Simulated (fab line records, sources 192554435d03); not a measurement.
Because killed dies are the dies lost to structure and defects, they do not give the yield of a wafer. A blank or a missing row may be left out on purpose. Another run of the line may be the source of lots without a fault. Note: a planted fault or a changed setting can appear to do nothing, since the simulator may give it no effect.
Comparing a struck lot with a sound one / flow n5 finfet / 16 steps out of a route of 1938
Sound: wafers L250.1, L250.2, L250.4. The struck wafers were L254.1, L254.2, L254.6. The cause is named last.
At each step with rows: each side's tool, then ch and its chambers, then its first start. Under that, the readings that differ: sound wafers / struck wafers / difference of the means / sigmas: that difference in standard deviations of wafers without a fault.
alike: a reading whose means differ by less than 2 such deviations, as well as words and numbers matching on both sides. not compared: withheld readings; readings where some wafer has no value; bounds like >300 that might hide an equal value; numbers whose values overlap and for which the record gives no deviation.
A row with sigmas, a row that says differs or no value, or rows on one side alone: a step with any of these is where the two part. Non-overlapping numbers with no deviation appear without sigmas and do not part them. A reading missing from all wafers of one side parts the sides only when that side holds two or more wafers.

first, 3 steps without rows for these wafers: N5_BEOL_M1_DEGAS_44 (time 60 s); N5_BEOL_M1_PRE_CLEAN_45 (time 30 s); N5_BEOL_M1_ALD_84 (deposits TaN, pulse time 2 s, purge time 3 s, co reactant purge time 2 s).
N5_BEOL_M1_SURFACE_TREAT_85:
  sound: pvd sputter-02 at day 9 01:19; struck: pvd sputter-02 at day 10 10:12
  alike: ar flow sccm
  not compared: throttle valve pct
then, 1 step without rows for these wafers: N5_BEOL_M1_CVD_47 (deposits Co from CCTBA/H2, target thk 3 nm, time 223.8 s).
N5_BEOL_M1_SPUTTER_48: material Cu, target thk 4.5 nm, time 8.29 s.
  sound: pvd sputter-03 at day 9 02:11; struck: pvd sputter-03 at day 10 10:33
  alike: chamber pressure pa, throttle valve pct
then, 1 step without rows for these wafers: N5_BEOL_M1_ANNEAL_49 (time 240 s).
N5_BEOL_M1_SPUTTER_79: material Cu, target thk 4.5 nm, time 8.29 s.
  sound: pvd sputter-03 at day 9 02:24; struck: pvd sputter-03 at day 10 10:46
  alike: chamber pressure pa, throttle valve pct
N5_BEOL_M1_ANNEAL_80: time 240 s.
  sound: pvd sputter-03 at day 9 02:29; struck: pvd sputter-03 at day 10 10:51
  alike: heater power w, susceptor temp C
then, 1 step without rows for these wafers: N5_BEOL_M1_SPUTTER_81 (material Cu, target thk 4.5 nm, time 8.29 s).
N5_BEOL_M1_ANNEAL_82: time 240 s.
  sound: pvd sputter-03 at day 9 02:42; struck: pvd sputter-03 at day 10 11:04
  alike: heater power w, susceptor temp C
then, 1 step without rows for these wafers: N5_BEOL_M1_SPUTTER_86 (material Cu, target thk 4.5 nm, time 8.29 s).
N5_BEOL_M1_ANNEAL_87: time 240 s.
  sound: pvd sputter-03 at day 9 02:55; struck: pvd sputter-03 at day 10 11:17
  no value came back on the struck wafers for heater power w (W), susceptor temp C (C); on the sound wafers heater power w (W) reads 838 807 945
then, 1 step without rows for these wafers: N5_BEOL_M1_SPUTTER_88 (material Cu, target thk 4.5 nm, time 8.29 s).
-- a jump in the record: the struck wafers' starts before and after are 2 days apart (it breaks off in module BEOL_M1 and resumes in module BEOL_M4, where the first step shown is number 1111 of the route) --
N5_BEOL_M4_RC_MEAS_101:
  sound on prober-01 ch 0, day 10 19:08; struck on prober-01 ch 0, day 12 11:32
reading=SS_P (mV/dec); sound=74.0 74.4 74.5; struck=73.1 72.6 72.8; difference=-1.5; sigmas=-2
  alike: DIBL_N, DIBL_P, IOFF_N, IOFF_P, ION_N, ION_P, SS_N, VT_N, VT_P
-- here the record skips 4 days between the struck wafers' starts before and after, leaving off in module BEOL_M4 and picking up in module PASSIVATION (first step shown: number 1936 of the route) --
N5_PASSIVATION_PROBE_49:
  sound: prober-02 at day 15 08:34; struck: prober-01 at day 16 18:11
  alike: defect limited yield, killed_at_M0_to_M3, killed_at_M4_up, killed at contacts, killed at front end, killed at other, killed dies, killed open, killed short, sort_bin_5_function, sort_bin_6_memory, sort n pass, sort yield pct

== WHERE THEY PART ==
Last at N5_BEOL_M4_RC_MEAS_101 as far as this record goes, first at N5_BEOL_M1_ANNEAL_87. Later steps at which nothing parts them and some readings are alike: N5_PASSIVATION_PROBE_49.

WHY: the cause the simulator had injected
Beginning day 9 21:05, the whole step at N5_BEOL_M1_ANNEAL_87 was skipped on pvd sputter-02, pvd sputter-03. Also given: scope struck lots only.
